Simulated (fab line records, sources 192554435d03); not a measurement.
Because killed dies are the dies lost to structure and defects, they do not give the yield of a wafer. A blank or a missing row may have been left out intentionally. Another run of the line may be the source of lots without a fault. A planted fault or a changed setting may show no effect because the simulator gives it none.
Matching of chambers -- flow n5Finfet -- rieDiel-04 running N5_BEOL_M13_DESCUM_33: 4 sister chambers
The step chemistry O2, time 7.9 s. 22 wafers are shown with their chamber, then 11 later ones without.

## WAFERS WITH THEIR CHAMBER
wafer,chamber,showerheadPlenumPTorr (Torr),drypumpMotorCurrentA (A),throttleValvePct (%)
L075.2,1,2.14,6.3,20.66
L075.4,2,2.05,6.2,19.96
L075.6,2,2.05,6.2,19.97
L079.3,2,2.05,6.2,19.99
L079.4,2,2.05,6.2,19.99
L079.5,0,2.14,5.7,20.20
L080.2,2,2.05,6.2,19.99
L080.5,2,2.05,6.2,20.01
L080.6,3,2.12,5.9,20.17
L081.2,2,2.05,6.2,19.98
L081.4,1,2.14,6.3,20.25
L081.5,2,2.05,6.2,20.01
L086.3,0,2.13,5.6,20.22
L086.4,3,2.12,5.9,20.20
L086.5,1,2.14,6.3,20.30
L084.2,0,2.13,5.6,20.23
L084.4,1,2.14,6.2,20.26
L084.6,3,2.12,5.9,20.21
L092.1,3,2.11,5.9,20.22
L092.2,1,2.14,6.3,20.29
L092.3,0,2.13,5.6,20.25
L093.2,0,2.13,5.7,20.25

SIGNATURES (averages over the wafers above)
reading,chamber 0,chamber 1,chamber 2,chamber 3,scatter within a chamber
showerheadPlenumPTorr,2.1320,2.1400,2.0500,2.1175,0.00293
drypumpMotorCurrentA,5.640,6.280,6.200,5.900,0.0333
throttleValvePct,20.2300,20.3520,19.9875,20.2000,0.0835
Rule: distance of a wafer from a chamber = root of the sum over the readings of ((wafer's reading minus chamber's mean) / reading's scatter) squared. If the next closest chamber is less than 2 further off than the closest, the wafer can't be placed; otherwise it belongs to the closest. The scatter: the root of (the sum of the squares of (reading less its chamber's mean) over the shown wafers, divided by (wafers less chambers)).

## WAFERS WITH NO CHAMBER GIVEN
wafer,showerheadPlenumPTorr (Torr),drypumpMotorCurrentA (A),throttleValvePct (%)
L093.3,2.04,6.2,20.02
L093.4,2.14,6.3,20.29
L094.1,2.13,6.3,20.27
L094.5,2.04,6.2,20.03
L094.6,2.13,6.2,20.29
L097.2,2.11,5.9,20.23
L097.4,2.13,6.3,20.30
L097.5,2.13,6.3,20.30
L096.1,2.13,5.6,20.26
L096.2,2.11,5.9,20.22
L096.4,2.04,6.2,20.03

## CHAMBER TAKEN BY EACH
wafer,from the rows above,in truth
L093.3,2,2
L093.4,1,1
L094.1,1,1
L094.5,2,2
L094.6,1,1
L097.2,3,3
L097.4,1,1
L097.5,1,1
L096.1,0,0
L096.2,3,3
L096.4,2,2
Correct placement for 11 of the 11. Not placeable from these rows: 0. 0 placed wrongly.
